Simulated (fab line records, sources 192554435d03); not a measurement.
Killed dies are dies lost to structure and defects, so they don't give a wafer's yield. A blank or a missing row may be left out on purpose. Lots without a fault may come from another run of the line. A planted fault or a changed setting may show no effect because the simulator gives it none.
fab line records | flow n5_finfet
record lots=9 wafers=27 last_day=17
route steps=1938 shown PMOS_HMC_CHANNEL_EPI@65 FIN_SAQP@96 BEOL_M4@1111 PASSIVATION@1936
lots that met no fault: from a run of the same line without faults
start_h: hours from the record's first day to the start of the lot's first wafer shown | wait_h: hours since the lot's step before | " the same as in the row above | L1.1+2: a row that stands for several wafers | - no value, or no start given | * or withheld: withheld | < > ~ a bound
route shown NAME@n: a module of which the file shows steps, and the number in the route of the first | usual: mean/standard deviation of fault-free wafers | same: alike in all rows | chamber/n: place in a boat | sites: the reading at each site | _std_site: their standard deviation | _edge_site: outer sites' mean less inner sites' | radius_mm: how far each site lies from the wafer's centre | mask NAME#n: copy n | behind: the tool/chamber that last shaped the wafer | hold: why the lot was held/for how many hours/how that ended | device: the transistor (n, p or np) that didn't switch | end of line: the same wafers' tests at the end of the route | a step without rows: its recipe alone | killed: dies lost to structure and defects at the first sort, not the wafer's yield | map: a wafer's dies, x killed, . not, _ none there
set.NAME: the setting as run; set.NAME@STEP: as run at that earlier step | model.NAME: the simulator's own value behind a step, which no gauge read
steps of the route over a sample of lots; a table a step, a row a wafer
services: from which hour (start_h, from the record's first day; less than 0 if before it) a tool's chamber was out of use, for how many hours, and why
## steps
# step N5_PMOS_HMC_CHANNEL_EPI_CD_MEAS_09
# recipe target_cd_nm=237.4 landing_energy_ev=500 detector=se_inlens
# usual cd_nm=237.4/1.3
# columns lot.wafer tool chamber start_h wait_h cd_nm
L528.2 cd_sem-01 0 22.91 - 238.5
L528.5 " 0 " " 238.7
L528.6 " 0 " " 239.1
L530.2 cd_sem-02 0 35.11 - 237.8
L530.4 " 0 " " 237.9
L530.6 " 0 " " 238.1
L531.4 cd_sem-03 0 41.81 - 236.4
L531.5 " 0 " " 236.4
L531.6 " 0 " " 236.5
L534.1 cd_sem-02 0 59.06 - 237.0
L534.4 " 0 " " 237.5
L534.5 " 0 " " 237.1
L540.1 cd_sem-02 0 95.37 - 237.4
L540.5 " 0 " " 239.2
L540.6 " 0 " " 237.2
L541.4 cd_sem-02 0 101.16 - 240.1
L541.5 " 0 " " 237.7
L541.6 " 0 " " 237.7
L544.2 cd_sem-03 0 119.24 - 239.1
L544.5 " 0 " " 238.5
L544.6 " 0 " " 237.8
L548.2 cd_sem-02 0 143.34 - 235.0
L548.4 " 0 " " 236.3
L548.5 " 0 " " 234.1
L549.1 cd_sem-03 0 150.42 - 235.9
L549.4 " 0 " " 235.5
L549.6 " 0 " " 238.5
# step N5_PMOS_HMC_CHANNEL_EPI_CMP_21
# recipe material=SiGe30 post_cmp_clean=alkaline_brush target_thk_nm=54
# usual motor_current_A=12.4/1.1
# columns lot.wafer tool chamber start_h wait_h motor_current_A
L528.2 cmp-02 1 25.07 0.1 13.9
L528.6 " 2 " " 11.1
L528.5 " 3 " " 11.8
L530.4 cmp-03 0 37.97 0.0 14.7
L530.2 " 1 " " 12.4
L530.6 " 1 " " 11.8
L531.4 cmp-01 0 44.01 0.1 12.5
L531.5 " 2 " " 13.4
L531.6 " 3 " " 12.6
L534.1 cmp-01 1 61.33 0.1 12.0
L534.4 " 2 " " 12.8
L534.5 " 1 " " 11.8
L540.1 cmp-03 0 97.54 0.1 14.5
L540.6 " 1 " " 12.0
L540.5 " 2 " " 12.2
L541.4 cmp-03 2 103.71 0.1 12.5
L541.6 " 1 " " 12.2
L541.5 " 2 " " 12.3
L544.2 cmp-01 1 122.51 0.2 11.2
L544.5 " 3 " " 12.6
L544.6 " 0 " " 13.4
L548.2 cmp-02 0 145.79 0.0 12.7
L548.4 " 2 " " 11.4
L548.5 " 0 " " 12.5
L549.1 cmp-03 2 152.61 0.0 12.7
L549.4 " 1 " " 12.0
L549.6 " 2 " " 12.7
# step N5_FIN_SAQP_HM_DEP_03
# recipe material=SiNx target_thk_a=380 temp_c=400 precursor=SiH4/NH3/N2 pressure_torr=1.5 rf_w=300 time_s=33.6
# usual heater_power_w=767/110 rf_fwd_power_W=297.5/0.93 showerhead_plenum_p_Torr=5.16/0.084 throttle_valve_pct=39.4/2.1
# columns lot.wafer tool chamber start_h wait_h heater_power_w rf_fwd_power_W showerhead_plenum_p_Torr throttle_valve_pct
L528.2 pecvd-01 1 26.27 0.2 764 298.4 5.11 38.6
L528.5 " 2 " " 701 297.8 5.21 37.4
L528.6 " 1 " " 768 298.6 5.11 38.6
L530.2 pecvd-02 0 39.28 0.2 747 296.0 5.25 36.1
L530.4 " 0 " " 754 295.0 5.24 36.5
L530.6 " 0 " " 773 296.7 5.25 36.4
L531.4 pecvd-01 0 45.29 0.1 842 297.0 5.16 39.6
L531.5 " 1 " " 747 296.4 5.11 38.7
L531.6 " 2 " " 727 297.0 5.22 37.2
L534.1 pecvd-02 2 62.88 0.2 679 298.7 5.25 37.8
L534.4 " 2 " " 662 298.5 5.24 37.9
L534.5 " 0 " " 728 299.1 5.26 36.6
L540.1 pecvd-02 1 102.40 0.2 680 297.3 5.13 42.1
L540.5 " 2 " " 619 298.2 5.25 38.3
L540.6 " 0 " " 788 297.1 5.26 36.7
L541.4 pecvd-02 2 106.20 0.1 641 298.4 5.25 38.1
L541.5 " 1 " " 710 297.7 5.13 42.3
L541.6 " 0 " " 803 296.0 5.24 36.6
L544.2 pecvd-01 2 124.74 0.2 665 297.3 5.22 37.6
L544.5 " 0 " " 793 299.1 5.15 39.9
L544.6 " 2 " " 674 298.2 5.22 37.4
L548.2 pecvd-04 0 147.13 0.2 1073 296.4 5.10 39.6
L548.4 " 2 " " 738 297.5 5.10 42.9
L548.5 " 1 " " 651 298.3 4.96 41.9
L549.1 pecvd-04 0 154.13 0.2 1001 297.9 5.09 39.3
L549.4 " 2 " " 814 296.5 5.09 43.0
L549.6 " 1 " " 711 296.8 4.98 41.6
# step N5_FIN_SAQP_THK_MEAS_05
# usual thk_nm=38.2/0.63
# columns lot.wafer tool chamber start_h wait_h thk_nm
L528.2 film_metro-02 - 26.36 0.1 38.4
L528.5 " - " " 38.7
L528.6 " - " " 39.1
L530.2 film_metro-01 - 39.40 0.1 37.7
L530.4 " - " " 38.5
L530.6 " - " " 38.3
L531.4 film_metro-02 - 45.35 0.0 38.2
L531.5 " - " " 38.2
L531.6 " - " " 38.1
L534.1 film_metro-01 - 62.96 0.1 36.5
L534.4 " - " " 37.5
L534.5 " - " " 38.0
L540.1 film_metro-01 - 102.49 0.1 37.1
L540.5 " - " " 37.3
L540.6 " - " " 34.5
L541.4 film_metro-01 - 106.27 0.0 33.8
L541.5 " - " " 38.3
L541.6 " - " " 35.4
L544.2 film_metro-02 - 124.85 0.1 37.8
L544.5 " - " " 38.7
L544.6 " - " " 38.6
L548.2 film_metro-02 - 147.22 0.1 38.2
L548.4 " - " " 39.1
L548.5 " - " " 38.7
L549.1 film_metro-01 - 154.23 0.1 38.3
L549.4 " - " " 38.8
L549.6 " - " " 38.6
# step N5_FIN_SAQP_INSPECT_18
# recipe mode=adi inspect_instrument=brightfield
# usual raw_defect_count=423/130
# columns lot.wafer tool chamber start_h wait_h raw_defect_count
L528.2 defect_inspect-02 - 27.08 0.0 346
L528.5 " - " " 422
L528.6 " - " " 386
L530.2 defect_inspect-02 - 40.15 0.0 414
L530.4 " - " " 460
L530.6 " - " " 315
L531.4 defect_inspect-01 - 46.11 0.0 392
L531.5 " - " " 322
L531.6 " - " " 352
L534.1 defect_inspect-01 - 63.59 0.0 182
L534.4 " - " " 420
L534.5 " - " " 273
L540.1 defect_inspect-02 - 103.31 0.0 407
L540.5 " - " " 452
L540.6 " - " " 523
L541.4 defect_inspect-02 - 107.02 0.0 569
L541.5 " - " " 576
L541.6 " - " " 556
L544.2 defect_inspect-01 - 125.48 0.0 628
L544.5 " - " " 338
L544.6 " - " " 360
L548.2 defect_inspect-02 - 148.04 0.0 350
L548.4 " - " " 560
L548.5 " - " " 421
L549.1 defect_inspect-02 - 154.86 0.0 736
L549.4 " - " " 508
L549.6 " - " " 540
# step N5_FIN_SAQP_HM_OPEN_33
# recipe chemistry=CH3F/O2 target=SiNx mask_material=SiO2 target_depth_a=494 time_s=70.6 pressure_mtorr=30 source_w=395 bias_w=73 Ar_flow_sccm=150 CH3F_flow_sccm=30 O2_flow_sccm=20 ion_energy_ev=120 ends=cleared
# usual drypump_motor_current_A=5.5/0.47 etch_rf_on_time_s=70.1/1.6 oes_product_au=0.66/0.093 rf_fwd_power_W=390.3/1.8 rf_vpp_V=298/6.6 showerhead_plenum_p_Torr=2.01/0.048 throttle_valve_pct=16.43/0.25
# columns lot.wafer tool chamber start_h wait_h drypump_motor_current_A etch_rf_on_time_s oes_product_au rf_fwd_power_W rf_hours_counter_h rf_vpp_V showerhead_plenum_p_Torr throttle_valve_pct
L528.2 rie_diel-06 1 31.69 0.1 5.9 71.0 0.61 392.7 175 296 2.00 16.66
L528.5 " 1 " " 5.9 72.3 0.60 391.3 - 295 2.00 16.65
L528.6 " 2 " " 4.7 71.1 0.61 391.4 - 289 1.97 16.54
L530.2 rie_diel-03 2 43.94 0.0 5.8 70.1 0.59 388.8 244 305 2.05 16.39
L530.4 " 1 " " 5.9 69.7 0.61 389.3 218 297 1.96 16.55
L530.6 " 2 " " 5.8 70.5 0.59 389.4 - 305 2.05 16.40
L531.4 rie_diel-05 3 51.09 0.1 6.1 72.6 0.63 391.2 - 296 2.00 16.42
L531.5 " 1 " " 5.1 69.7 0.58 391.5 - 307 2.04 16.52
L531.6 " 2 " " 4.8 67.9 0.67 388.7 - 283 1.93 16.37
L534.1 rie_diel-03 1 67.58 0.0 5.8 66.7 0.60 388.2 228 297 1.96 16.57
L534.4 " 3 " " 5.5 69.2 0.62 390.8 - 304 2.05 16.47
L534.5 " 0 " " 6.3 70.6 0.58 386.9 - 304 1.99 16.79
L540.1 rie_diel-05 3 110.35 0.1 6.1 71.6 0.60 391.7 173 294 1.99 16.49
L540.5 " 2 " " 4.8 66.8 0.65 389.4 - 284 1.92 16.43
L540.6 " 1 " " 5.1 64.1 0.78 392.7 - 307 2.04 16.09
L541.4 rie_diel-05 2 113.79 0.0 4.8 61.0 0.65 390.6 141 284 1.92 16.41
L541.5 " 2 " " 4.8 68.6 0.64 391.8 - 284 1.92 16.44
L541.6 " 1 " " 5.1 66.5 0.76 389.7 - 307 2.04 16.08
L544.2 rie_diel-03 3 129.95 0.1 5.5 69.2 0.61 389.5 222 305 2.04 16.52
L544.5 " 3 " " 5.4 71.1 0.60 389.5 - 302 2.04 16.51
L544.6 " 1 " " 5.8 72.7 0.57 389.8 - 298 1.95 16.61
L548.2 rie_diel-06 2 153.97 0.0 4.7 69.9 0.58 393.3 245 290 1.96 16.62
L548.4 " 0 " " 5.2 70.7 0.78 388.1 24 289 2.06 16.03
L548.5 " 2 " " 4.7 71.3 0.58 392.0 - 290 1.96 16.62
L549.1 rie_diel-03 1 159.08 0.0 5.9 67.9 0.83 392.7 4 298 1.95 16.09
L549.4 " 2 " " 5.8 69.8 0.78 389.8 - 305 2.04 16.06
L549.6 " 3 " " 5.5 70.3 0.59 392.1 - 303 2.03 16.52
# step N5_BEOL_M4_RC_MEAS_101
# usual DIBL_N=36.9/2.1 DIBL_P=37.1/2.5 IOFF_N=0.17/0.039 IOFF_P=0.23/0.043 ION_N=673/15 ION_P=462/9.1 SS_N=71.8/0.69 SS_P=73.6/0.74 VT_N=250/3.6 VT_P=-249.7/2.9
# columns lot.wafer tool chamber start_h wait_h DIBL_N[mV/V] DIBL_P[mV/V] IOFF_N[nA/um] IOFF_P[nA/um] ION_N[uA/um] ION_P[uA/um] SS_N[mV/dec] SS_P[mV/dec] VT_N[mV] VT_P[mV]
L528.2 prober-02 0 177.83 0.2 35.1 37.0 0.16 0.24 691 474 71.2 74.0 251 -247.6
L528.5 " 0 " " 36.0 36.9 0.15 0.23 666 459 71.7 73.6 253 -248.0
L528.6 " 0 " " 34.3 35.4 0.14 0.20 674 464 71.2 73.3 249 -248.0
L530.2 prober-01 0 180.79 0.2 33.5 33.0 0.12 0.17 677 465 70.8 72.1 254 -252.8
L530.4 " 0 " " 35.6 35.0 0.15 0.19 665 453 71.1 72.9 249 -252.3
L530.6 " 0 " " 35.8 35.6 0.14 0.19 667 452 70.7 73.2 251 -250.6
L531.4 prober-02 0 197.94 0.5 35.4 35.1 0.14 0.20 662 456 71.9 74.4 255 -251.6
L531.5 " 0 " " 34.6 34.5 0.14 0.19 659 451 72.0 73.8 254 -250.6
L531.6 " 0 " " 37.6 37.6 0.18 0.22 683 469 72.3 74.3 251 -250.2
L534.1 prober-02 0 205.37 0.0 36.1 34.1 0.13 0.19 668 461 70.6 72.6 256 -251.9
L534.4 " 0 " " 36.6 36.1 0.14 0.22 676 470 71.1 72.7 251 -249.4
L534.5 " 0 " " 36.8 36.1 0.15 0.23 654 456 71.0 73.3 252 -248.9
L540.1 prober-01 0 250.85 0.0 36.4 37.1 0.15 0.22 675 465 72.1 73.7 253 -253.2
L540.5 " 0 " " 38.6 37.3 0.18 0.21 668 458 73.1 73.4 249 -252.3
L540.6 " 0 " " 37.6 38.2 0.16 0.24 679 473 71.6 73.8 253 -249.8
L541.4 prober-01 0 257.96 0.5 38.4 38.3 0.18 0.24 666 458 71.8 73.2 252 -248.2
L541.5 " 0 " " 36.4 35.8 0.13 0.19 664 461 70.7 73.1 257 -252.7
L541.6 " 0 " " 38.7 39.6 0.19 0.27 686 471 71.4 74.1 249 -244.9
L544.2 prober-01 0 267.39 0.2 39.1 39.0 0.23 0.26 689 473 72.1 73.4 244 -245.7
L544.5 " 0 " " 35.9 36.4 0.16 0.21 673 457 71.3 73.0 250 -250.8
L544.6 " 0 " " 40.5 42.4 0.25 0.31 701 476 72.7 74.5 246 -247.9
L548.2 prober-01 0 299.57 0.2 35.2 35.2 0.16 0.24 658 459 71.6 73.2 249 -246.8
L548.4 " 0 " " 33.2 32.6 0.13 0.19 666 464 71.5 72.3 252 -248.8
L548.5 " 0 " " 35.0 34.3 0.17 0.21 649 453 72.1 72.9 250 -248.8
L549.1 prober-02 0 302.10 0.0 37.3 35.9 0.17 0.21 681 462 72.1 73.4 248 -250.6
L549.4 " 0 " " 33.3 32.1 0.11 0.15 664 455 70.4 72.4 254 -254.1
L549.6 " 0 " " 37.4 37.0 0.19 0.23 700 474 71.9 73.5 245 -250.7
# step N5_PASSIVATION_PROBE_49
# usual defect_limited_yield=91.3/1.4 killed_at_M0_to_M3=32/9.5 killed_at_M4_up=14/5.2 killed_at_contacts=13/5.7 killed_at_front_end=41/12 killed_at_other=3.5/2.6 killed_dies=103/17 killed_open=68/14 killed_short=32/7 sort_bin_5_function=5.0/0.91 sort_bin_6_memory=3.3/0.7 sort_bin_8_speed=0.03/0.22 sort_n_pass=1076/17 sort_yield_pct=91.2/1.4
# same gross_dies=1180 killed_at_back_side=0 sort_bin_4_leakage[%]=0
# columns lot.wafer tool chamber start_h wait_h defect_limited_yield[%] killed_at_M0_to_M3 killed_at_M4_up killed_at_contacts killed_at_front_end killed_at_other killed_dies killed_open killed_short sort_bin_5_function[%] sort_bin_6_memory[%] sort_bin_8_speed[%] sort_n_pass sort_yield_pct[%]
L528.2 prober-02 - 274.03 0.1 92.4 30 24 8 28 0 90 69 20 5.0 2.3 0 1090 92.4
L528.5 prober-02 - 274.18 0.2 91.9 44 18 12 18 3 95 61 33 5.1 2.6 0 1085 91.9
L528.6 prober-02 - 274.23 0.3 93.1 32 13 11 24 2 82 51 27 4.1 2.5 0.08 1098 93.1
L540.1 prober-01 - 355.51 0.0 92.4 25 8 4 51 2 90 50 31 4.2 2.5 0 1090 92.4
L548.2 prober-02 - 390.73 0.1 90.8 34 10 11 46 8 109 73 34 5.3 3.8 0 1071 90.8
L548.4 prober-02 - 390.83 0.2 92.2 29 7 18 38 0 92 56 34 4.2 3.2 0 1088 92.2
L548.5 prober-02 - 390.88 0.2 89.8 46 11 13 43 7 120 76 41 5.5 4.4 0.08 1060 89.8
L549.1 prober-02 - 407.16 0.0 89.2 26 19 27 51 4 127 75 43 5.7 3.9 0.08 1053 89.2
L549.4 prober-02 - 407.31 0.2 91.1 35 9 17 40 4 105 64 33 5.0 3.1 0 1075 91.1
L549.6 prober-02 - 407.41 0.3 90.3 37 13 19 45 0 114 79 31 5.5 3.7 0 1066 90.3
# killed by level:class
L528.2 BEOL_M4:geometric_particle:open=14 BEOL_M3:geometric_particle:open=11 BEOL_M0_SAQP:geometric_particle:open=8 MOL_CONTACT_COAG:geometric_particle:open=6 STI_FIN_REVEAL:geometric_particle:open=5 DUMMY_GATE:geometric_particle:open=5 STARTING-WAFER:geometric_particle:short=4 GATE_CUT:geometric_particle:open=3
L528.5 BEOL_M1:geometric_particle:open=11 MOL_CONTACT_COAG:geometric_particle:open=10 BEOL_M4:geometric_particle:open=9 BEOL_M0_SAQP:geometric_particle:open=8 BEOL_M2:geometric_particle:open=6 BEOL_M2:geometric_particle:short=5 FIN_SAQP:geometric_particle:short=4 GATE_CUT:geometric_particle:short=4
L528.6 MOL_CONTACT_COAG:geometric_particle:open=9 BEOL_M2:geometric_particle:open=9 BEOL_M3:geometric_particle:open=7 BEOL_M4:geometric_particle:open=6 GATE_CUT:geometric_particle:open=5 BEOL_M0_SAQP:geometric_particle:short=4 STI_FIN_REVEAL:geometric_particle:short=3 GATE_CUT:geometric_particle:short=3
L540.1 FIN_SAQP:geometric_particle:short=12 FIN_SAQP:geometric_particle:open=8 HKMG_FIN:area_etch=8 STI_FIN_REVEAL:geometric_particle:open=7 BEOL_M0_SAQP:geometric_particle:open=6 BEOL_M3:geometric_particle:open=6 DUMMY_GATE:geometric_particle:open=5 BEOL_M0_SAQP:geometric_particle:short=4
L548.2 MOL_CONTACT_COAG:geometric_particle:open=10 BEOL_M3:geometric_particle:open=10 FIN_SAQP:geometric_particle:short=8 BEOL_M0_SAQP:geometric_particle:open=8 FIN_SAQP:geometric_particle:open=7 STI_FIN_REVEAL:geometric_particle:open=7 BEOL_M1:geometric_particle:open=7 DUMMY_GATE:geometric_particle:open=6
L548.4 MOL_CONTACT_COAG:geometric_particle:open=15 FIN_SAQP:geometric_particle:short=10 BEOL_M3:geometric_particle:open=8 FIN_SAQP:geometric_particle:open=7 BEOL_M0_SAQP:geometric_particle:short=7 STI_FIN_REVEAL:geometric_particle:open=4 BEOL_M0_SAQP:geometric_particle:open=4 BEOL_M1:geometric_particle:open=4
L548.5 BEOL_M2:geometric_particle:open=10 BEOL_M3:geometric_particle:open=10 MOL_CONTACT_COAG:geometric_particle:open=9 GATE_CUT:geometric_particle:short=8 DUMMY_GATE:geometric_particle:short=6 BEOL_M0_SAQP:geometric_particle:open=6 FIN_SAQP:geometric_particle:open=5 DUMMY_GATE:geometric_particle:open=5
L549.1 MOL_CONTACT_COAG:geometric_particle:open=19 MOL_CONTACT_COAG:geometric_particle:short=8 HKMG_FIN:area_etch=8 FIN_SAQP:geometric_particle:open=7 DUMMY_GATE:geometric_particle:open=7 BEOL_M0_SAQP:geometric_particle:open=7 FIN_SAQP:geometric_particle:short=6 BEOL_M0_SAQP:geometric_particle:short=6
L549.4 MOL_CONTACT_COAG:geometric_particle:open=12 FIN_SAQP:geometric_particle:open=9 FIN_SAQP:geometric_particle:short=8 BEOL_M2:geometric_particle:open=8 BEOL_M0_SAQP:geometric_particle:open=7 HKMG_FIN:area_etch=6 MOL_CONTACT_COAG:geometric_particle:short=5 BEOL_M0_SAQP:geometric_particle:short=5
L549.6 MOL_CONTACT_COAG:geometric_particle:open=14 BEOL_M0_SAQP:geometric_particle:open=10 BEOL_M2:geometric_particle:open=10 DUMMY_GATE:geometric_particle:open=8 FIN_SAQP:geometric_particle:open=7 BEOL_M0_SAQP:geometric_particle:short=7 FIN_SAQP:geometric_particle:short=6 GATE_CUT:geometric_particle:open=6
## services
# columns tool chamber start_h hours kind
cmp-01 - 1.67 20.8 pm
rie_diel-06 - 9.96 2.8 pm
pecvd-04 1 13.83 17.6 repair
cmp-03 - 29.67 3.9 repair
cmp-01 - 31.51 1.2 repair
cmp-02 - 41.51 9.0 repair
cmp-03 - 51.28 2.7 repair
pecvd-02 1 52.18 3.5 repair
cmp-03 - 54.28 2.8 repair
cmp-02 - 58.27 1.1 repair
cmp-02 - 73.44 1.1 repair
rie_diel-03 0 77.63 53.1 repair
cmp-02 - 78.33 5.5 pm
pecvd-04 - 87.24 0.4 repair
cmp-02 - 92.31 1.2 repair
rie_diel-03 2 97.15 3.3 repair
pecvd-01 1 99.56 51.8 repair
rie_diel-06 0 100.78 9.1 repair
cmp-01 - 105.68 0.8 repair
cmp-03 - 113.53 4.0 pm
cmp-03 - 139.67 0.7 repair
cmp-03 - 143.34 0.6 repair
cmp-01 - 153.97 4.1 pm
rie_diel-03 - 158.24 0.4 repair
## key
first_sign step=N5_FIN_SAQP_THK_MEAS_05 reading=thk_nm direction=down sigmas=5.7 usual=* struck=*
effect step=N5_FIN_SAQP_HM_OPEN_33 reading=etch_rf_on_time_s direction=down sigmas=3.9 usual=* struck=*
met_at N5_FIN_SAQP_HM_DEP_03
struck_lots L540,L541
struck_wafers L540.6,L541.4,L541.6
baseline_loss step=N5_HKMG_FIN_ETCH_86 wafers=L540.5
not_acting_at N5_PMOS_HMC_CHANNEL_EPI_CD_MEAS_09,N5_PMOS_HMC_CHANNEL_EPI_CMP_21,N5_FIN_SAQP_INSPECT_18
onset_between 62.88 102.40
fault kind=process_parameter_drift tool=pecvd-02 chamber=- onset_h=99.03 steps=N5_FIN_SAQP_HM_DEP_03 channel=target_thk_a offset=* shape=step end_h=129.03 scope=struck_wafers_only acts_in=* stated=*
# baseline_loss: these wafers lose ten dies or more at that step, a loss of the line's own and not of a fault; the sort's usual values leave them out
